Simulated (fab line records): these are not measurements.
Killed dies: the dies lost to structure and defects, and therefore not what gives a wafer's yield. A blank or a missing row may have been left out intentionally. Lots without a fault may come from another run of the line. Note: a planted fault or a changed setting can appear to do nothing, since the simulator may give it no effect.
Matching of chambers :: flow nand_harc :: NHARC_P_GATE_STRIP_101 on rie_diel-05 has 4 sister chambers
The step strips in O2, time 20 s. 24 wafers are shown with their chamber, then 12 later ones without.

EACH WAFER AND ITS CHAMBER
wafer: L074.1
chamber: 3
showerhead_plenum_p_Torr (Torr): 3.62
drypump_motor_current_A (A): 5.7
oes_product_au (a.u.): 0.995

wafer: L074.2
chamber: 0
showerhead_plenum_p_Torr (Torr): 3.58
drypump_motor_current_A (A): 5.9
oes_product_au (a.u.): 0.985

wafer: L074.3
chamber: 1
showerhead_plenum_p_Torr (Torr): 3.47
drypump_motor_current_A (A): 5.8
oes_product_au (a.u.): 1.024

wafer: L075.2
chamber: 2
showerhead_plenum_p_Torr (Torr): 3.47
drypump_motor_current_A (A): 6.1
oes_product_au (a.u.): 0.986

wafer: L075.3
chamber: 0
showerhead_plenum_p_Torr (Torr): 3.58
drypump_motor_current_A (A): 6.0
oes_product_au (a.u.): 0.986

wafer: L075.4
chamber: 1
showerhead_plenum_p_Torr (Torr): 3.47
drypump_motor_current_A (A): 5.8
oes_product_au (a.u.): 1.005

wafer: L077.1
chamber: 1
showerhead_plenum_p_Torr (Torr): 3.47
drypump_motor_current_A (A): 5.8
oes_product_au (a.u.): 1.012

wafer: L077.3
chamber: 0
showerhead_plenum_p_Torr (Torr): 3.58
drypump_motor_current_A (A): 6.0
oes_product_au (a.u.): 0.992

wafer: L077.4
chamber: 2
showerhead_plenum_p_Torr (Torr): 3.46
drypump_motor_current_A (A): 6.1
oes_product_au (a.u.): 0.996

wafer: L079.1
chamber: 0
showerhead_plenum_p_Torr (Torr): 3.58
drypump_motor_current_A (A): 5.9
oes_product_au (a.u.): 0.989

wafer: L079.4
chamber: 2
showerhead_plenum_p_Torr (Torr): 3.46
drypump_motor_current_A (A): 6.1
oes_product_au (a.u.): 0.987

wafer: L079.6
chamber: 0
showerhead_plenum_p_Torr (Torr): 3.58
drypump_motor_current_A (A): 5.9
oes_product_au (a.u.): 0.988

wafer: L083.1
chamber: 1
showerhead_plenum_p_Torr (Torr): 3.46
drypump_motor_current_A (A): 5.8
oes_product_au (a.u.): 1.017

wafer: L083.2
chamber: 0
showerhead_plenum_p_Torr (Torr): 3.58
drypump_motor_current_A (A): 5.9
oes_product_au (a.u.): 0.984

wafer: L083.5
chamber: 3
showerhead_plenum_p_Torr (Torr): 3.62
drypump_motor_current_A (A): 5.8
oes_product_au (a.u.): 1.002

wafer: L082.1
chamber: 3
showerhead_plenum_p_Torr (Torr): 3.62
drypump_motor_current_A (A): 5.7
oes_product_au (a.u.): 1.007

wafer: L082.2
chamber: 0
showerhead_plenum_p_Torr (Torr): 3.58
drypump_motor_current_A (A): 5.9
oes_product_au (a.u.): 0.984

wafer: L082.5
chamber: 0
showerhead_plenum_p_Torr (Torr): 3.58
drypump_motor_current_A (A): 6.0
oes_product_au (a.u.): 0.984

wafer: L084.4
chamber: 2
showerhead_plenum_p_Torr (Torr): 3.46
drypump_motor_current_A (A): 6.1
oes_product_au (a.u.): 0.995

wafer: L084.5
chamber: 0
showerhead_plenum_p_Torr (Torr): 3.58
drypump_motor_current_A (A): 6.0
oes_product_au (a.u.): 0.980

wafer: L084.6
chamber: 1
showerhead_plenum_p_Torr (Torr): 3.46
drypump_motor_current_A (A): 5.8
oes_product_au (a.u.): 0.999

wafer: L086.1
chamber: 1
showerhead_plenum_p_Torr (Torr): 3.46
drypump_motor_current_A (A): 5.8
oes_product_au (a.u.): 1.009

wafer: L086.2
chamber: 2
showerhead_plenum_p_Torr (Torr): 3.46
drypump_motor_current_A (A): 6.2
oes_product_au (a.u.): 1.005

wafer: L086.6
chamber: 1
showerhead_plenum_p_Torr (Torr): 3.46
drypump_motor_current_A (A): 5.8
oes_product_au (a.u.): 1.005

SIGNATURES, as means of the wafers listed above
reading: showerhead_plenum_p_Torr
chamber 0: 3.5800
chamber 1: 3.4643
chamber 2: 3.4620
chamber 3: 3.6200
scatter within a chamber: 0.00355

reading: drypump_motor_current_A
chamber 0: 5.944
chamber 1: 5.800
chamber 2: 6.120
chamber 3: 5.733
scatter within a chamber: 0.0429

reading: oes_product_au
chamber 0: 0.98578
chamber 1: 1.01014
chamber 2: 0.99380
chamber 3: 1.00133
scatter within a chamber: 0.00644
Rule: a wafer lies at a distance from a chamber equal to the root of the sum of squares, over the readings, of (its reading less the chamber's mean, divided by the reading's scatter). If the next closest chamber is less than 2 further off than the closest, the wafer can't be placed; otherwise it belongs to the closest. The scatter: the root of (the sum of the squares of (reading less its chamber's mean) over the shown wafers, divided by (wafers less chambers)).

WAFERS WHOSE CHAMBER IS MISSING
wafer: L088.1
showerhead_plenum_p_Torr (Torr): 3.62
drypump_motor_current_A (A): 5.7
oes_product_au (a.u.): 1.032

wafer: L088.4
showerhead_plenum_p_Torr (Torr): 3.46
drypump_motor_current_A (A): 6.1
oes_product_au (a.u.): 0.998

wafer: L088.5
showerhead_plenum_p_Torr (Torr): 3.62
drypump_motor_current_A (A): 5.7
oes_product_au (a.u.): 1.028

wafer: L090.1
showerhead_plenum_p_Torr (Torr): 3.46
drypump_motor_current_A (A): 6.1
oes_product_au (a.u.): 0.988

wafer: L090.4
showerhead_plenum_p_Torr (Torr): 3.62
drypump_motor_current_A (A): 5.8
oes_product_au (a.u.): 1.013

wafer: L090.6
showerhead_plenum_p_Torr (Torr): 3.46
drypump_motor_current_A (A): 6.1
oes_product_au (a.u.): 0.985

wafer: L091.1
showerhead_plenum_p_Torr (Torr): 3.46
drypump_motor_current_A (A): 6.2
oes_product_au (a.u.): 0.992

wafer: L091.2
showerhead_plenum_p_Torr (Torr): 3.61
drypump_motor_current_A (A): 5.7
oes_product_au (a.u.): 1.029

wafer: L091.3
showerhead_plenum_p_Torr (Torr): 3.58
drypump_motor_current_A (A): 5.9
oes_product_au (a.u.): 0.988

wafer: L095.3
showerhead_plenum_p_Torr (Torr): 3.45
drypump_motor_current_A (A): 6.2
oes_product_au (a.u.): 0.990

wafer: L095.4
showerhead_plenum_p_Torr (Torr): 3.61
drypump_motor_current_A (A): 5.7
oes_product_au (a.u.): 1.017

wafer: L095.5
showerhead_plenum_p_Torr (Torr): 3.45
drypump_motor_current_A (A): 6.2
oes_product_au (a.u.): 0.990

CHAMBER TAKEN BY EACH
wafer: L088.1
from the rows above: 3
in truth: 3

wafer: L088.4
from the rows above: 2
in truth: 2

wafer: L088.5
from the rows above: 3
in truth: 3

wafer: L090.1
from the rows above: 2
in truth: 2

wafer: L090.4
from the rows above: 3
in truth: 3

wafer: L090.6
from the rows above: 2
in truth: 2

wafer: L091.1
from the rows above: 2
in truth: 2

wafer: L091.2
from the rows above: 3
in truth: 3

wafer: L091.3
from the rows above: 0
in truth: 0

wafer: L095.3
from the rows above: 2
in truth: 2

wafer: L095.4
from the rows above: 3
in truth: 3

wafer: L095.5
from the rows above: 2
in truth: 2
12 of 12 placed correctly. Left unplaced by these rows: 0. 0 placed wrongly.
